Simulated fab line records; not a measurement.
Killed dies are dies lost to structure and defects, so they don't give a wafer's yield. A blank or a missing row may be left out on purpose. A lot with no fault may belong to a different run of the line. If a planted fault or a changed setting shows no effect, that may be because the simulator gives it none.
Chamber matching	flow nand harc	3 sister chambers for NHARC_A_STAIRCASE_DEP_151 on pecvd-03
The step deposits SiO2, target thk 7200 nm. 3 wafers are shown with their chamber, then 7 later ones without.

EACH WAFER AND ITS CHAMBER
wafer	chamber	heater power w (W)
L085.2	1	603
L087.1	2	1055
L087.2	0	742

WAFERS WITHOUT THEIR CHAMBER
wafer	heater power w (W)
L087.3	645
L093.2	652
L093.3	540
L093.5	824
L097.3	954
L097.4	549
L097.6	827

CHAMBER TAKEN BY EACH
wafer	from the rows above	in truth
L087.3	can't be placed: 1 or 0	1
L093.2	can't be placed: 1 or 0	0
L093.3	can't be placed: 1 or 0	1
L093.5	can't be placed: 0 or 1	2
L097.3	can't be placed: 2 or 0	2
L097.4	can't be placed: 1 or 0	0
L097.6	can't be placed: 0 or 1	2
Placed correctly: 0 of 7. Can't be placed from these rows: 7 (the true chamber is among the candidates in 5). Placed wrongly: 0.
How it was worked out, from the rows above alone: a wafer's distance from a chamber is the root of the sum, over the readings, of the square of ((its reading less the chamber's mean) divided by the reading's scatter). If the next closest chamber is less than 2 further off than the closest, the wafer can't be placed; otherwise it belongs to the closest. Each chamber's mean is taken over the wafers shown for it. The scatter: root of mean squared gap, hidden wafer to nearest shown wafer, with one shown wafer a chamber.
